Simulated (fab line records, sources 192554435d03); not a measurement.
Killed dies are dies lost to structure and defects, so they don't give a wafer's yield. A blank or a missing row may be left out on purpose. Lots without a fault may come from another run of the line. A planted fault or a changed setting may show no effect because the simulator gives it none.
A struck lot beside a sound one | flow n5_finfet | 21 steps out of a route of 1938
Sound: wafers L131.2, L131.3, L131.6. Struck: wafer L121.6. (L121.3, L121.4 of the same lot were not struck and are left out.) The cause comes at the end.
At each step with rows: each side's tool, then ch and its chambers, then its first start. Under that, the readings that differ: sound wafers | struck wafers | difference of the means | sigmas: that difference in standard deviations of wafers without a fault.
alike: readings whose means differ by less than 2 such deviations, and words and numbers that are the same on both sides. not compared: withheld readings, readings that some wafer has no value for, bounds like >300 that may hide the same value, and numbers for which the record gives no deviation and whose values overlap.
The two part at a step that has a row with sigmas, a row that says differs or no value, or rows on one side only. Numbers that don't overlap but have no deviation are shown without sigmas and don't part them. A reading that every wafer of one side lacks parts them only if that side has two wafers or more.

first, 8 steps without rows for these wafers: N5_BEOL_M8_SPUTTER_48 (material Cu, target thk 10 nm, time 1.667 s); N5_BEOL_M8_ECD_50 (material Cu, target thk 300 nm); N5_BEOL_M8_ANNEAL_51 (time 90 s); N5_BEOL_M8_CMP_52 (polishes, stops on SiCOH lowk, t overpolish 6.9 s, target thk 80 nm); N5_BEOL_M8_PRE_CLEAN_55 (time 15 s); N5_BEOL_M8_DEP_56 (deposits SiCN from 3MS/NH3, target thk 10 nm, time 17.5 s); N5_BEOL_M9_ILD_DEP_00 (deposits SiCOH lowk from DEMS/porogen, target thk 308.51 nm, time 58 s); N5_BEOL_M9_CURE_71 (cures SiCOH lowk, time 240 s).
N5_BEOL_M9_PECVD_70: deposits SiO2 from TEOS/O2, target thk 20 nm, time 22.7 s.
  sound on pecvd-02 ch 0,2, day 15 21:05; struck on pecvd-04 ch 2, day 12 22:46
  reading                         | sound             | struck | difference | sigmas
  rf_fwd_power_W (W)              | 445.3 446.3 447.6 | 441.3  | -5.1       | -2
  showerhead_plenum_p_Torr (Torr) | 8.81 8.77 8.76    | 8.65   | -0.13      | -2
  alike: heater_power_w, susceptor_temp_C, throttle_valve_pct
then, 9 steps without rows for these wafers: N5_BEOL_M9_HM_DEP_02 (deposits TiN, target thk 20 nm); N5_BEOL_M9_COAT_59 (time 60 s, resist thk 100 nm); N5_BEOL_M9_COAT_60 (time 60 s, resist thk 30 nm); N5_BEOL_M9_COAT_05 (resist thk 90 nm); N5_BEOL_M9_EBR_07; N5_BEOL_M9_SOFTBAKE_06 (time 60 s); N5_BEOL_M9_EXPOSE_08 (exposes mask M9); N5_BEOL_M9_PEB_09 (peb time 60 s); N5_BEOL_M9_DEVELOP_10 (develop time 30 s).
N5_BEOL_M9_INSPECT_13: inspects for defects (brightfield).
  sound on defect_inspect-01, day 15 21:41; struck on defect_inspect-02, day 13 00:23
  reading          | sound       | struck | difference | sigmas
  raw_defect_count | 282 307 288 | 1738   | +1446      | +15
then, 1 step without rows for these wafers: N5_BEOL_M9_DESCUM_16 (chemistry O2, time 7.9 s).
-- the record jumps here: 2 days lie between the struck wafers' starts before and after (it left off in module BEOL_M9 and takes up again in module PASSIVATION, whose first step shown is number 1936 of the route) --
N5_PASSIVATION_PROBE_49:
  the record has rows for the struck wafers here (prober-01, day 15 10:32) and none for the sound ones

WHERE THEY PART
First at N5_BEOL_M9_PECVD_70; last, within this record, at N5_PASSIVATION_PROBE_49.

WHY: what the simulator had put in
Chamber particle source: pecvd-04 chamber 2, from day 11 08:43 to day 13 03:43, at N5_BEOL_M9_PECVD_70. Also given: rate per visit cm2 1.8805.
